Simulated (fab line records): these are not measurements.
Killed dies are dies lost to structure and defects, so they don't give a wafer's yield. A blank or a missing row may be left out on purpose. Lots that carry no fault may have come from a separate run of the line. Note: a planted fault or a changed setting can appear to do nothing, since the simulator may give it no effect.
fab line records -- flow n5Finfet
[record] lots = 11, wafers = 33, lastDay = 18
route steps=1938 shown BEOL_M9@1436
lots that met no fault: taken from a fault-free run of the same line
startH: start of the lot's first displayed wafer, in hours after the record's first day -- waitH: hours from the lot's prior step to this one -- " unchanged from the row above -- L1.1+2: one row covering several wafers at once -- - no value, or no start given -- * or withheld: withheld -- < > ~ a bound
route shown NAME@n: NAME is a module with steps in the file, n the number in the route of the first one -- usual: mean/standard deviation taken from wafers without a fault -- same: alike in all rows -- chamber/n: place in a boat -- sites: readings site by site -- _std_site: how widely they spread, as a standard deviation -- _edge_site: inner sites' mean taken away from outer sites' mean -- radiusMm: how far each site lies from the wafer's centre -- mask NAME#n: copy n -- behind: tool/chamber where the wafer was last shaped -- hold: why the lot went on hold/how many hours it stayed there/how the hold came to an end -- device: transistor that didn't switch, given as n, p or np -- end of line: tests of these same wafers at the route's end -- for a step that has no rows: nothing shown but its recipe -- killed: dies that structure and defects cost at the first sort, which is not the same as the wafer's yield -- map: dies across one wafer; x = killed, . = not, _ = none there
set.NAME: the run value of the setting; set.NAME@STEP: its run value at that earlier step -- model.NAME: the simulator's own value behind a step, which no gauge read
route steps across a sampled set of lots; one table per step, one row per wafer
services: the hour from which a tool's chamber was out of use, counted from the record's first day as startH (under 0 if before that day), plus the number of hours and why
[[steps]]
[step N5_BEOL_M9_INSPECT_30]
[recipe] mode = adi, inspectInstrument = brightfield
[usual] rawDefectCount = 388/79
lot.wafer,tool,chamber,startH,waitH,rawDefectCount
L246.3,defectInspect-02,-,248.28,0.0,370
L246.5,defectInspect-02,-,248.28,0.0,403
L246.6,defectInspect-02,-,248.28,0.0,378
L245.1,defectInspect-02,-,250.39,0.1,573
L245.4,defectInspect-02,-,250.39,0.1,548
L245.5,defectInspect-02,-,250.39,0.1,477
L248.2,defectInspect-01,-,274.66,0.0,455
L248.4,defectInspect-01,-,274.66,0.0,527
L248.6,defectInspect-01,-,274.66,0.0,507
L251.4,defectInspect-01,-,277.03,0.0,365
L251.5,defectInspect-01,-,277.03,0.0,413
L251.6,defectInspect-01,-,277.03,0.0,385
L250.2,defectInspect-01,-,283.78,0.0,555
L250.3,defectInspect-01,-,283.78,0.0,409
L250.5,defectInspect-01,-,283.78,0.0,359
L249.1,defectInspect-01,-,292.21,0.1,242
L249.2,defectInspect-01,-,292.21,0.1,296
L249.6,defectInspect-01,-,292.21,0.1,241
L254.2,defectInspect-01,-,296.42,0.0,314
L254.3,defectInspect-01,-,296.42,0.0,375
L254.6,defectInspect-01,-,296.42,0.0,356
L256.1,defectInspect-02,-,329.58,0.1,444
L256.2,defectInspect-02,-,329.58,0.1,366
L256.6,defectInspect-02,-,329.58,0.1,303
L258.2,defectInspect-01,-,342.23,0.0,441
L258.4,defectInspect-01,-,342.23,0.0,342
L258.5,defectInspect-01,-,342.23,0.0,389
L259.2,defectInspect-01,-,357.68,0.0,425
L259.3,defectInspect-01,-,357.68,0.0,487
L259.4,defectInspect-01,-,357.68,0.0,326
L262.1,defectInspect-02,-,365.18,0.1,440
L262.2,defectInspect-02,-,365.18,0.1,307
L262.4,defectInspect-02,-,365.18,0.1,498
[step N5_BEOL_M9_STRIP_36]
[recipe] chemistry = N2/H2, powerW = 450, tempC = 40, pressureMtorr = 20, rfFrequencyHz = 6e+07, overashFraction = 0.3, biasPowerW = 7, h2Frac = 0.5, n2FlowSccm = 200, h2FlowSccm = 200
[usual] chamberPressureMTorr = 20.00/0.034, drypumpMotorCurrentA = 5.7/0.35, oesProductAu = 0.75/0.079, rfVppV = 59.1/1.4, showerheadPlenumPTorr = 2.55/0.081, throttleValvePct = 23.93/0.22
lot.wafer,tool,chamber,startH,waitH,chamberPressureMTorr,drypumpMotorCurrentA,oesProductAu,rfHoursCounterH,rfVppV,showerheadPlenumPTorr,throttleValvePct
L246.3,rieDiel-01,1,250.15,0.0,20.03,6.1,0.74,201,59.0,2.52,24.11
L246.5,rieDiel-01,0,250.15,0.0,20.00,5.7,0.70,-,58.9,2.53,23.98
L246.6,rieDiel-01,1,250.15,0.0,19.95,6.1,0.73,-,61.2,2.52,24.11
L245.1,rieDiel-02,3,252.44,0.0,20.03,5.0,0.91,37,61.9,2.69,23.60
L245.4,rieDiel-02,1,252.44,0.0,19.98,5.6,0.72,204,60.1,2.63,24.02
L245.5,rieDiel-02,2,252.44,0.0,20.04,5.7,0.70,-,59.2,2.51,24.04
L248.2,rieDiel-03,3,274.93,0.0,19.98,5.5,0.72,220,59.1,2.50,24.14
L248.4,rieDiel-03,1,274.93,0.0,20.01,5.9,0.89,22,59.6,2.70,23.89
L248.6,rieDiel-03,3,274.93,0.0,20.00,5.5,0.73,-,60.2,2.50,24.14
L251.4,rieDiel-01,1,277.53,0.0,19.98,6.0,0.73,210,59.7,2.52,24.15
L251.5,rieDiel-01,0,277.53,0.0,19.99,5.7,0.70,-,58.9,2.52,24.04
L251.6,rieDiel-01,3,277.53,0.0,19.99,6.5,0.72,-,58.8,2.42,23.97
L250.2,rieDiel-02,3,284.06,0.0,20.02,5.0,0.90,44,60.4,2.69,23.62
L250.3,rieDiel-02,2,284.06,0.0,19.99,5.7,0.69,220,59.4,2.51,23.99
L250.5,rieDiel-02,1,284.06,0.0,20.00,5.6,0.72,-,57.9,2.63,24.04
L249.1,rieDiel-01,3,292.54,0.0,19.94,6.4,0.71,216,57.6,2.41,23.99
L249.2,rieDiel-01,1,292.54,0.0,19.98,6.0,0.73,216,58.1,2.51,24.15
L249.6,rieDiel-01,0,292.54,0.0,20.00,5.8,0.69,-,61.1,2.52,24.04
L254.2,rieDiel-01,1,296.70,0.0,20.01,6.1,0.72,217,60.2,2.51,24.10
L254.3,rieDiel-01,2,296.70,0.0,19.98,5.5,0.72,200,60.3,2.63,23.89
L254.6,rieDiel-01,1,296.70,0.0,20.08,6.0,0.71,-,58.1,2.51,24.15
L256.1,rieDiel-01,0,329.90,0.0,19.99,5.7,0.68,235,59.9,2.52,24.07
L256.2,rieDiel-01,1,329.90,0.0,19.98,6.1,0.71,229,55.8,2.51,24.14
L256.6,rieDiel-01,2,329.90,0.0,19.93,5.5,0.70,-,57.6,2.62,23.89
L258.2,rieDiel-03,0,345.02,0.0,20.00,5.4,0.72,217,58.3,2.52,24.08
L258.4,rieDiel-03,3,345.02,0.0,20.02,5.5,0.71,238,55.9,2.49,24.14
L258.5,rieDiel-03,0,345.02,0.0,19.97,5.4,0.72,-,59.2,2.52,24.05
L259.2,rieDiel-02,2,357.95,0.0,20.02,5.7,0.67,247,59.7,2.49,24.05
L259.3,rieDiel-02,0,357.95,0.0,19.95,5.8,0.79,103,58.4,2.47,23.29
L259.4,rieDiel-02,1,357.95,0.0,20.03,5.6,0.69,237,57.9,2.62,24.07
L262.1,rieDiel-03,3,365.45,0.0,19.93,5.4,0.70,242,58.4,2.49,24.15
L262.2,rieDiel-03,2,365.45,0.0,20.04,5.3,0.73,191,58.8,2.50,23.75
L262.4,rieDiel-03,1,365.45,0.0,20.03,5.9,0.85,45,60.8,2.69,23.91
[step N5_BEOL_M9_OCD_MEAS_38]
[usual] trenchDepthNm = 151.7/2.7
lot.wafer,tool,chamber,startH,waitH,trenchDepthNm
L246.3,ocd-01,-,250.37,-,149.0
L246.5,ocd-01,-,250.37,-,150.8
L246.6,ocd-01,-,250.37,-,149.5
L245.1,ocd-01,-,252.66,-,154.0
L245.4,ocd-01,-,252.66,-,145.8
L245.5,ocd-01,-,252.66,-,150.9
L248.2,ocd-02,-,275.15,-,148.0
L248.4,ocd-02,-,275.15,-,155.3
L248.6,ocd-02,-,275.15,-,146.9
L251.4,ocd-02,-,277.75,-,150.7
L251.5,ocd-02,-,277.75,-,149.9
L251.6,ocd-02,-,277.75,-,153.0
L250.2,ocd-02,-,284.27,-,155.4
L250.3,ocd-02,-,284.27,-,150.5
L250.5,ocd-02,-,284.27,-,149.0
L249.1,ocd-02,-,292.75,-,153.1
L249.2,ocd-02,-,292.75,-,147.4
L249.6,ocd-02,-,292.75,-,150.0
L254.2,ocd-02,-,296.91,-,150.2
L254.3,ocd-02,-,296.91,-,151.7
L254.6,ocd-02,-,296.91,-,150.2
L256.1,ocd-02,-,330.11,-,150.5
L256.2,ocd-02,-,330.11,-,149.4
L256.6,ocd-02,-,330.11,-,150.4
L258.2,ocd-01,-,345.23,-,153.6
L258.4,ocd-01,-,345.23,-,150.3
L258.5,ocd-01,-,345.23,-,154.7
L259.2,ocd-01,-,358.17,-,151.3
L259.3,ocd-01,-,358.17,-,149.0
L259.4,ocd-01,-,358.17,-,146.9
L262.1,ocd-01,-,365.67,-,148.5
L262.2,ocd-01,-,365.67,-,152.0
L262.4,ocd-01,-,365.67,-,156.4
[step N5_BEOL_M9_ECD_50]
[recipe] material = Cu, targetThkA = 3180
lot.wafer,tool,chamber,startH,waitH
L246.3+5+6,ecdCu-02,"1,0,1",251.61,0.1
L245.1+4+5,ecdCu-01,"1,0,1",255.14,0.1
L248.2+4+6,ecdCu-02,"0,1,0",276.58,0.1
L251.4+5+6,ecdCu-02,"1,1,0",280.94,0.1
L250.2+3+5,ecdCu-01,1,286.02,0.1
L249.1+2+6,ecdCu-01,"0,1,0",294.70,0.1
L254.2+3+6,ecdCu-02,"0,0,1",298.97,0.1
L256.1+2+6,ecdCu-01,"1,0,1",331.50,0.1
L258.2+4+5,ecdCu-01,"0,0,1",346.85,0.1
L259.2+3+4,ecdCu-01,"1,0,1",361.38,1.5
L262.1+2+4,ecdCu-01,"1,0,1",367.00,0.1
[step N5_BEOL_M9_CMP_52]
[recipe] stopOn = SiCOH_lowk, tOverpolishS = 7, downForcePsi = 1, platenRpm = 50, clearingPlatenDownForcePsi = 1.5, clearingPlatenRpm = 50, postCmpClean = cuAlkaline, targetThkNm = 140, clearingPlatenPadVelocityMS = 0.99484, padVelocityMS = 0.99484
[usual] motorCurrentA = 6.2/0.87, timeToEndpointS = 65.6/2.6
lot.wafer,tool,chamber,startH,waitH,motorCurrentA,timeToEndpointS
L246.3,cmp-04,2,253.83,0.2,5.7,63.0
L246.6,cmp-04,2,253.83,0.2,5.6,63.6
L246.5,cmp-04,3,253.83,0.2,6.4,65.2
L245.1,cmp-04,3,256.33,0.3,6.6,64.2
L245.4,cmp-04,1,256.33,0.3,6.4,58.2
L245.5,cmp-04,2,256.33,0.3,5.9,59.9
L248.4,cmp-02,3,277.03,0.2,6.0,65.1
L248.2,cmp-02,1,277.03,0.2,5.3,65.6
L248.6,cmp-02,3,277.03,0.2,6.2,65.3
L251.4,cmp-04,2,281.36,0.2,5.9,67.1
L251.6,cmp-04,1,281.36,0.2,6.1,68.2
L251.5,cmp-04,2,281.36,0.2,6.0,70.8
L250.3,cmp-03,1,286.43,0.2,5.8,66.0
L250.2,cmp-03,2,286.43,0.2,6.3,65.7
L250.5,cmp-03,1,286.43,0.2,6.3,65.3
L249.2,cmp-04,2,295.20,0.3,5.8,71.1
L249.1,cmp-04,1,295.20,0.3,5.8,68.0
L249.6,cmp-04,2,295.20,0.3,5.8,66.7
L254.2,cmp-02,3,299.39,0.2,6.0,64.0
L254.3,cmp-02,1,299.39,0.2,5.0,64.9
L254.6,cmp-02,3,299.39,0.2,6.1,68.3
L256.1,cmp-02,3,331.90,0.3,6.2,62.5
L256.2,cmp-02,2,331.90,0.3,5.7,60.4
L256.6,cmp-02,0,331.90,0.3,6.6,66.6
L258.4,cmp-03,0,347.28,0.1,8.2,66.5
L258.2,cmp-03,3,347.28,0.1,5.0,114.3
L258.5,cmp-03,0,347.28,0.1,8.0,66.9
L259.3,cmp-03,1,361.85,0.2,6.4,66.1
L259.2,cmp-03,2,361.85,0.2,6.1,113.0
L259.4,cmp-03,3,361.85,0.2,4.9,66.8
L262.4,cmp-04,0,368.33,0.2,5.2,67.8
L262.2,cmp-04,1,368.33,0.2,6.2,109.5
L262.1,cmp-04,2,368.33,0.2,5.8,110.7
[[services]]
tool,chamber,startH,hours,kind
cmp-04,-,231.45,1.2,repair
rieDiel-03,-,238.74,15.6,pm
rieDiel-02,-,241.28,5.4,repair
ecdCu-01,-,242.75,1.1,repair
cmp-03,-,248.53,0.6,repair
rieDiel-03,0,260.05,1.3,repair
ecdCu-02,-,311.70,2.1,repair
cmp-04,-,313.29,1.4,repair
rieDiel-03,-,329.81,14.6,pm
ecdCu-01,-,332.39,3.8,repair
rieDiel-01,-,333.19,2.8,pm
cmp-02,-,339.95,0.9,repair
ecdCu-02,-,350.03,12.8,repair
cmp-03,-,366.27,5.1,pm
[[key]]
[firstSign] step = N5_BEOL_M9_CMP_52, reading = timeToEndpointS, direction = up, sigmas = 18, usual = *, struck = *
effect none on later readings
metAt N5_BEOL_M9_ECD_50
struckLots L258,L259,L262
struckWafers L258.2,L259.2,L262.1,L262.2
notActingAt N5_BEOL_M9_INSPECT_30,N5_BEOL_M9_STRIP_36,N5_BEOL_M9_OCD_MEAS_38
onsetBetween 331.50 346.85
[fault] kind = processParameterDrift, tool = ecdCu-01, chamber = -, onsetH = 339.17, steps = N5_BEOL_M9_ECD_50, channel = targetThkA, offset = *, shape = step, endH = 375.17, scope = struckWafersOnly, actsIn = *, stated = *
